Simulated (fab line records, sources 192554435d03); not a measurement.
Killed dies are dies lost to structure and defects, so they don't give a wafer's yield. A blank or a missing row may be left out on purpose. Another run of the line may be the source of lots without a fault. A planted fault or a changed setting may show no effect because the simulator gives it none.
fab line records	flow n5Finfet	part 1 of 2: steps 1 to 5 of 8
record: lots: 15	wafers: 45	lastDay: 20
route steps=1938 shown MOL_CONTACT_COAG@619 BEOL_M0_SAQP@650 BEOL_M4@1111
lots that met no fault: from a run of the same line without faults
startH: start of the lot's first displayed wafer, in hours after the record's first day	waitH: hours since the lot's step before	" identical to the entry in the row above	L1.1+2: a single row standing in for several wafers	- either no value or no given start	* or withheld: withheld	< > ~ a bound
route shown NAME@n: a module of which the file shows steps, and the number in the route of the first	usual: mean and standard deviation over wafers with no fault	same: alike in all rows	chamber/n: place in a boat	sites: per-site readings	_std_site: standard deviation of those values	_edge_site: inner sites' mean taken away from outer sites' mean	radiusMm: how far each site lies from the wafer's centre	mask NAME#n: copy n	behind: the tool/chamber that last shaped the wafer	hold: the reason the lot was held/the length of the hold in hours/how it ended	device: the transistor (n, p or np) that didn't switch	end of line: tests of these same wafers at the route's end	for a step that has no rows: nothing shown but its recipe	killed: not the wafer's yield, but the dies lost to structure and defects at the first sort	map: per-die view of a wafer (x killed, . not killed, _ where there is no die)
set.NAME: setting as actually run; set.NAME@STEP: the setting as run at that earlier step	model.NAME: the simulator's own value behind a step, which no gauge read
route steps across a sampled set of lots; one table per step, one row per wafer
services: a tool's chamber out of use, with start hour (startH, from the record's first day; less than 0 if before it), hours out, and reason
== steps ==
step: N5_MOL_CONTACT_COAG_STRIP_49
recipe: chemistry: N2/H2	timeS: 30	powerW: 1000	tempC: 250	pressureMtorr: withheld	n2FlowSccm: 1750	h2FlowSccm: 3250
usual: drypumpMotorCurrentA: 5.93/0.18	heaterPowerW: 344/36
same: timeS: 30
lot.wafer	tool	chamber	startH	waitH	drypumpMotorCurrentA	heaterPowerW	rfHoursCounterH
L710.2	plasmaAsher-01	0	115.24	-	5.82	314	96
L710.3	"	0	"	"	5.82	315	-
L710.4	"	1	"	"	6.19	324	-
L712.1	plasmaAsher-02	1	119.01	-	5.77	398	42
L712.2	"	0	"	"	5.91	338	42
L712.5	"	1	"	"	5.79	406	-
L716.1	plasmaAsher-01	1	143.09	-	6.23	326	101
L716.3	"	1	"	"	6.24	326	-
L716.6	"	1	"	"	6.24	319	-
L717.1	plasmaAsher-02	0	169.37	-	5.92	347	51
L717.3	"	0	"	"	5.90	339	-
L717.4	"	1	"	"	5.72	410	-
L718.1	plasmaAsher-02	0	169.54	-	5.92	339	51
L718.4	"	0	"	"	5.91	329	-
L718.6	"	0	"	"	5.92	338	-
L722.2	plasmaAsher-02	0	214.87	-	5.91	342	56
L722.3	"	1	"	"	5.75	405	-
L722.5	"	0	"	"	5.91	341	-
L724.2	plasmaAsher-02	0	222.18	-	5.93	330	57
L724.4	"	1	"	"	5.77	418	-
L724.5	"	1	"	"	5.74	407	-
L725.1	plasmaAsher-02	0	222.33	-	5.90	331	57
L725.4	"	1	"	"	5.71	392	-
L725.5	"	0	"	"	5.91	334	-
L726.1	plasmaAsher-01	1	232.41	-	6.24	328	112
L726.4	"	0	"	"	5.84	304	-
L726.6	"	0	"	"	5.81	315	-
L727.1	plasmaAsher-01	1	236.44	-	6.24	330	113
L727.2	"	0	"	"	5.80	311	113
L727.5	"	1	"	"	6.22	316	-
L728.1	plasmaAsher-01	1	236.60	-	6.24	327	113
L728.3	"	0	"	"	5.79	315	-
L728.5	"	0	"	"	5.83	309	-
L731.1	plasmaAsher-01	0	279.02	-	5.85	313	126
L731.2	"	1	"	"	6.27	329	126
L731.3	"	1	"	"	6.23	320	-
L730.1	plasmaAsher-02	1	279.41	-	5.79	400	71
L730.2	"	0	"	"	5.92	335	71
L730.4	"	0	"	"	5.92	337	-
L729.1	plasmaAsher-01	1	279.52	-	6.20	316	126
L729.4	"	0	"	"	5.80	310	-
L729.5	"	0	"	"	5.79	307	-
L732.4	plasmaAsher-01	1	279.77	-	6.25	329	-
L732.5	"	0	"	"	5.84	311	-
L732.6	"	1	"	"	6.25	323	-
step: N5_BEOL_M0_SAQP_OVL_MEAS_15
recipe: pointsPerWafer: 44
usual: M0_CORE_OVL: 0.1/0.83
lot.wafer	tool	chamber	startH	waitH	M0_CORE_OVL[nm]
L710.2	overlay-02	0	122.18	0.0	-0.6
L710.3	"	0	"	"	-0.5
L710.4	"	0	"	"	-1.0
L712.1	overlay-01	0	127.59	0.0	-1.3
L712.2	"	0	"	"	-0.3
L712.5	"	0	"	"	0.5
L716.1	overlay-01	0	149.22	0.0	0.2
L716.3	"	0	"	"	0.6
L716.6	"	0	"	"	-0.4
L717.1	overlay-01	0	179.35	0.0	-0.6
L717.3	"	0	"	"	-0.7
L717.4	"	0	"	"	0.1
L718.1	overlay-01	0	179.71	0.0	0.2
L718.4	"	0	"	"	0.3
L718.6	"	0	"	"	0.7
L722.2	overlay-01	0	223.16	0.0	2.5
L722.3	"	0	"	"	0.6
L722.5	"	0	"	"	-0.1
L724.2	overlay-02	0	253.38	0.0	1.0
L724.4	"	0	"	"	1.0
L724.5	"	0	"	"	0.6
L725.1	overlay-01	0	253.54	0.0	0.7
L725.4	"	0	"	"	-0.5
L725.5	"	0	"	"	2.1
L726.1	overlay-02	0	253.58	0.0	0.8
L726.4	"	0	"	"	0.7
L726.6	"	0	"	"	0.1
L727.1	overlay-01	0	253.62	0.0	-0.3
L727.2	"	0	"	"	0.4
L727.5	"	0	"	"	0.1
L728.1	overlay-02	0	253.78	0.0	-1.3
L728.3	"	0	"	"	-1.3
L728.5	"	0	"	"	-0.3
L731.1	overlay-02	0	284.57	0.0	-0.1
L731.2	"	0	"	"	1.5
L731.3	"	0	"	"	0.4
L730.1	overlay-02	0	287.60	0.0	-1.0
L730.2	"	0	"	"	0.8
L730.4	"	0	"	"	-0.8
L729.1	overlay-01	0	287.76	0.0	-0.3
L729.4	"	0	"	"	1.6
L729.5	"	0	"	"	-0.6
L732.4	overlay-02	0	287.92	0.0	1.5
L732.5	"	0	"	"	1.2
L732.6	"	0	"	"	1.1
step: N5_BEOL_M0_SAQP_ETCH_83
recipe: chemistry: CF4	target: SiARC	targetDepthA: 390	maskMaterial: CAR-ArF	timeS: 65	ionEnergyEv: 80	pressureMtorr: 40	sourceW: 545	biasW: 36	Ar_flow_sccm: 100	cf4FlowSccm: 100	ends: cleared
usual: biasW: 36.02/0.12	cf4FlowSccm: 100.0/0.32	drypumpMotorCurrentA: 5.7/0.39	etchRfOnTimeS: 64.9/1.2	oesProductAu: 0.67/0.077	rfVppV: 184.0/1.2	showerheadPlenumPTorr: 2.12/0.065	throttleValvePct: 15.66/0.19
lot.wafer	tool	chamber	startH	waitH	biasW	cf4FlowSccm	drypumpMotorCurrentA	etchRfOnTimeS	oesProductAu	rfHoursCounterH	rfVppV	showerheadPlenumPTorr	throttleValvePct
L710.2	rieDiel-03	0	122.32	0.0	36.18	100.4	5.8	63.5	0.72	75	184.8	2.25	15.61
L710.3	"	3	"	"	35.94	100.2	5.6	65.3	0.62	159	184.1	2.22	15.72
L710.4	"	1	"	"	35.92	99.9	5.7	65.0	0.63	164	184.6	2.14	15.87
L712.1	rieDiel-03	1	127.69	0.0	36.26	100.3	5.8	65.2	0.64	165	183.7	2.14	15.88
L712.2	"	0	"	"	35.97	100.0	5.9	64.5	0.72	77	185.2	2.25	15.60
L712.5	"	1	"	"	36.00	100.1	5.7	65.0	0.63	-	183.7	2.14	15.91
L716.1	rieDiel-05	3	149.39	0.0	-	-	-	-	-	-	-	-	-
L716.3	"	0	"	"	-	-	-	-	-	-	-	-	-
L716.6	"	0	"	"	-	-	-	-	-	-	-	-	-
L717.1	rieDiel-02	3	179.46	0.0	-	-	-	-	-	-	-	-	-
L717.3	"	1	"	"	-	-	-	-	-	-	-	-	-
L717.4	"	2	"	"	-	-	-	-	-	-	-	-	-
L718.1	rieDiel-02	3	179.82	0.0	-	-	-	-	-	-	-	-	-
L718.4	"	1	"	"	-	-	-	-	-	-	-	-	-
L718.6	"	2	"	"	-	-	-	-	-	-	-	-	-
L722.2	rieDiel-02	2	223.49	0.0	36.23	99.8	6.1	63.4	0.73	69	183.0	2.09	15.59
L722.3	"	1	"	"	35.98	99.5	5.6	64.6	0.65	165	182.7	2.05	15.79
L722.5	"	2	"	"	36.20	100.6	6.1	63.4	0.73	-	181.6	2.09	15.58
L724.2	rieDiel-03	1	253.69	0.0	36.02	100.2	5.8	65.6	0.60	200	183.0	2.13	15.97
L724.4	"	0	"	"	35.80	100.1	5.9	64.7	0.68	-	185.8	2.24	15.68
L724.5	"	2	"	"	36.27	99.7	5.7	66.1	0.58	-	185.3	2.04	15.80
L725.1	rieDiel-03	2	254.17	0.0	36.04	100.2	5.7	65.7	0.58	223	183.4	2.04	15.81
L725.4	"	2	"	"	36.03	100.4	5.7	65.7	0.59	-	181.7	2.04	15.81
L725.5	"	1	"	"	36.06	99.7	5.8	65.5	0.60	-	182.6	2.13	15.96
L726.1	rieDiel-02	1	254.20	0.0	35.91	99.6	5.6	65.7	0.62	173	183.0	2.04	15.82
L726.4	"	1	"	"	35.77	100.1	5.6	65.6	0.63	-	182.3	2.04	15.83
L726.6	"	0	"	"	36.05	100.0	4.8	63.7	0.82	-	186.0	2.19	15.47
L727.1	rieDiel-05	3	254.22	0.0	36.01	99.2	6.4	65.3	0.65	161	183.3	2.13	15.91
L727.2	"	0	"	"	36.21	100.0	5.8	67.8	0.58	225	184.6	2.12	15.54
L727.5	"	2	"	"	36.01	100.3	6.2	65.2	0.79	-	183.8	2.10	15.57
L728.1	rieDiel-05	1	254.47	0.0	35.91	100.2	5.4	65.2	0.75	49	185.6	2.17	15.29
L728.3	"	3	"	"	35.97	100.6	6.4	64.6	0.65	161	185.1	2.13	15.92
L728.5	"	0	"	"	36.06	100.4	5.8	67.6	0.58	-	183.2	2.12	15.53
L731.1	rieDiel-02	2	284.66	0.0	36.08	99.9	6.0	63.9	0.72	86	183.2	2.08	15.63
L731.2	"	3	"	"	35.99	100.2	5.9	63.8	0.61	201	182.4	2.05	15.63
L731.3	"	0	"	"	36.00	100.0	4.8	63.3	0.80	22	184.6	2.18	15.49
L730.1	rieDiel-02	1	287.71	0.0	36.05	99.9	5.6	64.5	0.63	184	182.5	2.04	15.85
L730.2	"	3	"	"	36.14	99.8	5.9	63.3	0.62	202	181.8	2.05	15.63
L730.4	"	0	"	"	35.92	99.7	4.8	62.6	0.80	24	184.0	2.18	15.51
L729.1	rieDiel-05	0	287.85	0.0	35.90	99.5	5.8	67.1	0.57	237	183.7	2.11	15.56
L729.4	"	3	"	"	35.93	100.6	6.3	64.6	0.65	-	184.7	2.13	15.93
L729.5	"	0	"	"	35.95	99.4	5.8	67.5	0.57	-	183.6	2.11	15.54
L732.4	rieDiel-02	0	288.02	0.0	36.14	99.5	4.8	63.5	0.80	24	183.9	2.18	15.50
L732.5	"	0	"	"	36.16	99.3	4.8	63.4	0.79	-	184.0	2.18	15.49
L732.6	"	3	"	"	35.96	100.0	5.9	63.0	0.62	-	181.9	2.05	15.63
step: N5_BEOL_M0_SAQP_ETCH_84
recipe: chemistry: N2/H2	target: SOC	targetDepthA: 1000	overetchA: 200	maskMaterial: SiARC	tempC: 40	timeS: 150	ionEnergyEv: 200	pressureMtorr: 30	sourceW: 840	biasW: 150	n2FlowSccm: 200	h2FlowSccm: 200
usual: biasW: 150.0/0.42	chamberPressureMTorr: 30.00/0.031	drypumpMotorCurrentA: 5.7/0.39	oesProductAu: 0.70/0.076	rfVppV: 523.3/2.5	showerheadPlenumPTorr: 2.52/0.082	throttleValvePct: 17.92/0.19
same: timeS: 150
lot.wafer	tool	chamber	startH	waitH	biasW	chamberPressureMTorr	drypumpMotorCurrentA	oesProductAu	rfHoursCounterH	rfVppV	showerheadPlenumPTorr	throttleValvePct
L710.2	rieDiel-03	0	122.37	0.0	150.0	29.98	5.9	0.75	75	527.6	2.69	17.95
L710.3	"	3	"	"	149.9	30.03	5.5	0.65	159	526.7	2.65	17.93
L710.4	"	1	"	"	149.1	29.98	5.7	0.66	164	523.9	2.54	18.26
L712.1	rieDiel-03	1	127.74	0.0	150.1	29.97	5.7	0.66	165	522.5	2.54	18.25
L712.2	"	0	"	"	150.2	30.00	5.9	0.73	77	528.3	2.69	17.95
L712.5	"	1	"	"	149.7	30.01	5.8	0.65	-	524.0	2.54	18.26
L716.1	rieDiel-05	3	149.44	0.0	150.3	30.00	6.4	0.28	146	523.0	2.54	18.01
L716.3	"	0	"	"	149.8	30.01	5.8	0.27	210	523.5	2.51	17.66
L716.6	"	0	"	"	149.9	29.98	5.9	0.26	-	525.6	2.51	17.65
L717.1	rieDiel-02	3	179.51	0.0	151.0	29.98	5.9	0.28	178	520.2	2.43	17.83
L717.3	"	1	"	"	149.5	30.04	5.6	0.29	157	520.2	2.44	18.05
L717.4	"	2	"	"	149.6	30.00	6.1	0.32	-	522.0	2.47	17.75
L718.1	rieDiel-02	3	179.87	0.0	149.9	29.98	5.9	0.28	178	521.6	2.43	17.82
L718.4	"	1	"	"	149.6	29.99	5.6	0.29	-	518.8	2.44	18.04
L718.6	"	2	"	"	150.2	30.01	6.0	0.32	-	522.4	2.48	17.75
L722.2	rieDiel-02	2	223.54	0.0	149.3	29.98	6.1	0.76	69	522.2	2.47	17.84
L722.3	"	1	"	"	150.7	30.01	5.6	0.67	165	521.2	2.43	18.10
L722.5	"	2	"	"	149.7	30.06	6.1	0.75	-	521.2	2.47	17.84
L724.2	rieDiel-03	1	253.74	0.0	149.9	30.02	5.7	0.64	200	522.2	2.52	18.30
L724.4	"	0	"	"	149.5	29.98	5.9	0.71	-	527.2	2.67	18.01
L724.5	"	2	"	"	149.4	30.04	5.7	0.62	-	521.6	2.41	17.97
L725.1	rieDiel-03	2	254.22	0.0	149.5	29.97	5.8	0.62	223	519.1	2.41	17.96
L725.4	"	2	"	"	150.0	30.03	5.7	0.61	-	518.7	2.42	17.95
L725.5	"	1	"	"	150.6	29.99	5.8	0.64	-	523.1	2.52	18.32
L726.1	rieDiel-02	1	254.25	0.0	150.0	29.97	5.6	0.67	173	519.8	2.43	18.12
L726.4	"	1	"	"	149.6	30.00	5.6	0.66	-	520.5	2.43	18.12
L726.6	"	0	"	"	150.0	29.99	4.8	0.84	-	525.3	2.60	17.76
L727.1	rieDiel-05	3	254.27	0.0	149.3	30.01	6.3	0.68	161	523.7	2.53	18.11
L727.2	"	0	"	"	149.8	30.02	5.9	0.62	225	521.7	2.51	17.75
L727.5	"	2	"	"	150.2	30.05	6.2	0.82	-	523.2	2.49	17.71
L728.1	rieDiel-05	1	254.52	0.0	150.8	29.97	5.4	0.78	49	524.8	2.59	17.62
L728.3	"	3	"	"	149.9	30.04	6.4	0.67	161	524.6	2.53	18.12
L728.5	"	0	"	"	149.9	30.02	5.8	0.62	-	523.4	2.51	17.75
L731.1	rieDiel-02	2	284.71	0.0	149.8	29.96	6.1	0.74	86	523.7	2.46	17.85
L731.2	"	3	"	"	149.6	30.01	5.9	0.64	201	521.0	2.42	17.91
L731.3	"	0	"	"	150.6	29.93	4.8	0.82	23	526.5	2.59	17.75
L730.1	rieDiel-02	1	287.76	0.0	149.9	29.95	5.6	0.65	184	520.1	2.43	18.12
L730.2	"	3	"	"	150.1	29.98	5.9	0.64	202	520.4	2.42	17.91
L730.4	"	0	"	"	150.6	29.94	4.8	0.82	24	524.5	2.59	17.76
L729.1	rieDiel-05	0	287.90	0.0	150.1	30.00	5.8	0.61	237	522.9	2.50	17.77
L729.4	"	3	"	"	150.3	29.95	6.3	0.66	-	524.1	2.52	18.13
L729.5	"	0	"	"	150.1	29.99	5.8	0.61	-	522.4	2.50	17.77
L732.4	rieDiel-02	0	288.07	0.0	150.2	30.02	4.8	0.82	24	523.8	2.59	17.76
L732.5	"	0	"	"	149.9	30.04	4.8	0.83	-	524.3	2.59	17.76
L732.6	"	3	"	"	148.9	30.00	5.9	0.63	-	520.5	2.42	17.92
step: N5_BEOL_M0_SAQP_MANDREL_ETCH_20
recipe: targetDepthA: 600	chemistry: HBr/Cl2	target: a-Si	stopOn: SiNx	btTimeS: 10	maskMaterial: SOC	overEtchFrac: 0.5	timeS: 30	pressureMtorr: 10	icpW: 800	biasW: 75	HBr_flow_sccm: 150	Cl2_flow_sccm: 80	ends: endPoint
usual: HBr_flow_sccm: 150.0/0.43	biasW: 75.04/0.24	drypumpMotorCurrentA: 5.5/0.5	oesProductAu: 0.775/0.013	throttleValvePct: 35.48/0.28
same: btTimeS: 10
lot.wafer	tool	chamber	startH	waitH	HBr_flow_sccm	biasW	drypumpMotorCurrentA	oesProductAu	rfHoursCounterH	throttleValvePct
L710.2	rieSi-05	3	122.56	0.0	150.4	74.73	6.1	0.776	67	35.68
L710.3	"	0	"	"	149.7	75.15	5.7	0.778	192	35.59
L710.4	"	1	"	"	149.6	74.90	5.0	0.773	8	35.92
L712.1	rieSi-05	1	127.93	0.0	150.5	75.09	5.0	0.767	8	35.96
L712.2	"	3	"	"	150.8	75.12	6.1	0.756	67	35.70
L712.5	"	2	"	"	150.6	75.05	5.2	0.757	-	35.07
L716.1	rieSi-03	2	149.63	0.0	149.8	74.96	6.7	0.325	188	35.96
L716.3	"	3	"	"	149.8	75.30	4.7	0.326	0	36.92
L716.6	"	0	"	"	149.7	74.94	5.1	0.331	-	36.37
L717.1	rieSi-03	3	179.71	0.0	149.6	75.15	4.7	0.322	1	36.90
L717.3	"	1	"	"	149.0	74.75	6.3	0.316	161	36.45
L717.4	"	2	"	"	150.4	74.99	6.7	0.331	188	35.93
L718.1	rieSi-06	1	180.06	0.0	149.6	74.94	5.6	0.328	187	36.23
L718.4	"	3	"	"	149.7	75.28	5.5	0.331	14	36.57
L718.6	"	3	"	"	150.0	75.35	5.5	0.328	-	36.57
L722.2	rieSi-05	3	223.73	0.0	150.2	74.81	6.1	0.770	69	35.69
L722.3	"	1	"	"	149.8	75.34	5.0	0.782	9	35.91
L722.5	"	3	"	"	149.8	75.03	6.1	0.774	-	35.68
L724.2	rieSi-03	3	253.93	0.0	150.8	74.61	4.7	0.773	2	36.03
L724.4	"	1	"	"	149.6	74.90	6.3	0.781	162	35.57
L724.5	"	3	"	"	149.7	74.97	4.7	0.774	-	36.02
L725.1	rieSi-06	0	254.41	0.0	149.8	74.91	5.0	0.768	22	35.47
L725.4	"	1	"	"	150.3	75.11	5.6	0.789	0	35.37
L725.5	"	0	"	"	150.7	75.20	5.0	0.784	-	35.44
L726.1	rieSi-03	0	254.44	0.0	149.8	75.07	5.1	0.781	109	35.48
L726.4	"	3	"	"	150.0	75.25	4.7	0.786	2	36.04
L726.6	"	0	"	"	150.3	74.80	5.1	0.783	-	35.44
L727.1	rieSi-05	0	254.46	0.0	150.3	74.75	5.8	0.760	1	35.56
L727.2	"	2	"	"	150.1	74.94	5.2	0.747	113	35.08
L727.5	"	1	"	"	150.6	74.70	5.0	0.780	-	35.94
L728.1	rieSi-06	2	254.71	0.0	151.3	74.79	5.7	0.760	6	35.09
L728.3	"	3	"	"	149.6	74.70	5.6	0.771	16	35.69
L728.5	"	1	"	"	149.5	75.32	5.6	0.796	-	35.36
L731.1	rieSi-06	2	284.90	0.0	150.2	74.68	5.7	0.766	6	35.08
L731.2	"	3	"	"	149.7	75.19	5.5	0.783	16	35.71
L731.3	"	1	"	"	150.5	75.16	5.6	0.769	1	35.38
L730.1	rieSi-06	1	287.95	0.0	149.6	75.43	5.6	0.780	1	35.38
L730.2	"	2	"	"	149.8	75.46	5.7	0.758	6	35.08
L730.4	"	3	"	"	149.8	74.76	5.5	0.783	16	35.67
L729.1	rieSi-05	3	288.09	0.0	149.3	74.96	6.2	0.769	70	35.68
L729.4	"	1	"	"	149.9	75.17	5.0	0.783	10	35.92
L729.5	"	0	"	"	150.0	75.34	5.7	0.774	-	35.53
L732.4	rieSi-06	1	288.26	0.0	149.0	75.18	5.6	0.785	1	35.38
L732.5	"	1	"	"	149.3	74.82	5.6	0.770	-	35.35
L732.6	"	2	"	"	149.4	75.14	5.7	0.767	-	35.08
== key ==
firstSign: step: N5_BEOL_M0_SAQP_ETCH_83	reading: toolRecord	direction: missing
effect: step: N5_BEOL_M0_SAQP_ETCH_84	reading: oesProductAu	direction: down	sigmas: 5.4	usual: 0.70	struck: 0.29
effect: step: N5_BEOL_M0_SAQP_MANDREL_ETCH_20	reading: oesProductAu	direction: down	sigmas: 35	usual: 0.775	struck: 0.326
effect: step: N5_BEOL_M0_SAQP_CD_MEAS_25	reading: cdNm	direction: missing
metAt N5_BEOL_M0_SAQP_ETCH_83
struckLots L716,L717,L718
laterRowsLeftOut L716.1,L716.3,L716.6,L717.1,L717.3,L717.4,L718.1,L718.4,L718.6
sortLeftOut L716.1,L716.3,L716.6,L717.1,L717.3,L717.4,L718.1,L718.4,L718.6
notActingAt N5_MOL_CONTACT_COAG_STRIP_49,N5_BEOL_M0_SAQP_OVL_MEAS_15,N5_BEOL_M0_SAQP_STRIP_86
fault: kind: skippedStepWhole	tool: rieDiel-02,rieDiel-05	chamber: -	onsetH: 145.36	steps: N5_BEOL_M0_SAQP_ETCH_83	scope: struckLotsOnly
sortLeftOut: the simulated sort isn't trusted on such a fault, so these wafers' sort isn't shown, and their yield isn't known
laterRowsLeftOut: the simulator's readings of these wafers behind a module that went badly wrong aren't trusted and aren't shown, but for the sort
